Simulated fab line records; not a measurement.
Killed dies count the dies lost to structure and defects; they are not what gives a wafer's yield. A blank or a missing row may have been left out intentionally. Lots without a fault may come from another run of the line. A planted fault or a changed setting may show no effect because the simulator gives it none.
Matching of chambers || flow n5Finfet || N5_BEOL_M4_CO_CAP_55 on cvdCo-01: 3 sister chambers
The step material Co, precursor CCTBA/H2, target thk 2 nm, time 102.1 s. 6 wafers are shown with their chamber, then 12 later ones without.

WAFERS WITH THEIR CHAMBER
{"wafer": "L082.1", "chamber": 2, "heaterPowerW (W)": 237}
{"wafer": "L082.3", "chamber": 1, "heaterPowerW (W)": 245}
{"wafer": "L083.6", "chamber": 2, "heaterPowerW (W)": 234}
{"wafer": "L084.1", "chamber": 0, "heaterPowerW (W)": 227}
{"wafer": "L084.2", "chamber": 1, "heaterPowerW (W)": 248}
{"wafer": "L084.4", "chamber": 0, "heaterPowerW (W)": 224}

WAFERS MISSING THEIR CHAMBER
{"wafer": "L092.1", "heaterPowerW (W)": 225}
{"wafer": "L092.2", "heaterPowerW (W)": 247}
{"wafer": "L092.5", "heaterPowerW (W)": 234}
{"wafer": "L095.1", "heaterPowerW (W)": 222}
{"wafer": "L095.2", "heaterPowerW (W)": 244}
{"wafer": "L095.4", "heaterPowerW (W)": 235}
{"wafer": "L094.1", "heaterPowerW (W)": 246}
{"wafer": "L094.2", "heaterPowerW (W)": 235}
{"wafer": "L094.3", "heaterPowerW (W)": 227}
{"wafer": "L094.4", "heaterPowerW (W)": 245}
{"wafer": "L094.5", "heaterPowerW (W)": 238}
{"wafer": "L094.6", "heaterPowerW (W)": 224}

WHICH CHAMBER EACH WENT THROUGH
{"wafer": "L092.1", "from the rows above": 0, "in truth": 0}
{"wafer": "L092.2", "from the rows above": 1, "in truth": 1}
{"wafer": "L092.5", "from the rows above": 2, "in truth": 2}
{"wafer": "L095.1", "from the rows above": 0, "in truth": 0}
{"wafer": "L095.2", "from the rows above": 1, "in truth": 1}
{"wafer": "L095.4", "from the rows above": 2, "in truth": 2}
{"wafer": "L094.1", "from the rows above": 1, "in truth": 1}
{"wafer": "L094.2", "from the rows above": 2, "in truth": 2}
{"wafer": "L094.3", "from the rows above": 0, "in truth": 0}
{"wafer": "L094.4", "from the rows above": 1, "in truth": 1}
{"wafer": "L094.5", "from the rows above": 2, "in truth": 2}
{"wafer": "L094.6", "from the rows above": 0, "in truth": 0}
12 of 12 placed correctly. Not placeable from these rows: 0. Placed wrongly: 0.
How it was worked out, from the rows above alone: a wafer's distance from a chamber is the root of the sum, over the readings, of the square of ((its reading less the chamber's mean) divided by the reading's scatter). The wafer belongs to the nearest chamber; if the next one is less than 2 further off, it can't be placed. Each chamber's mean is taken over the wafers shown for it. The scatter: the root of (the sum of the squares of (reading less its chamber's mean) over the shown wafers, divided by (wafers less chambers)).
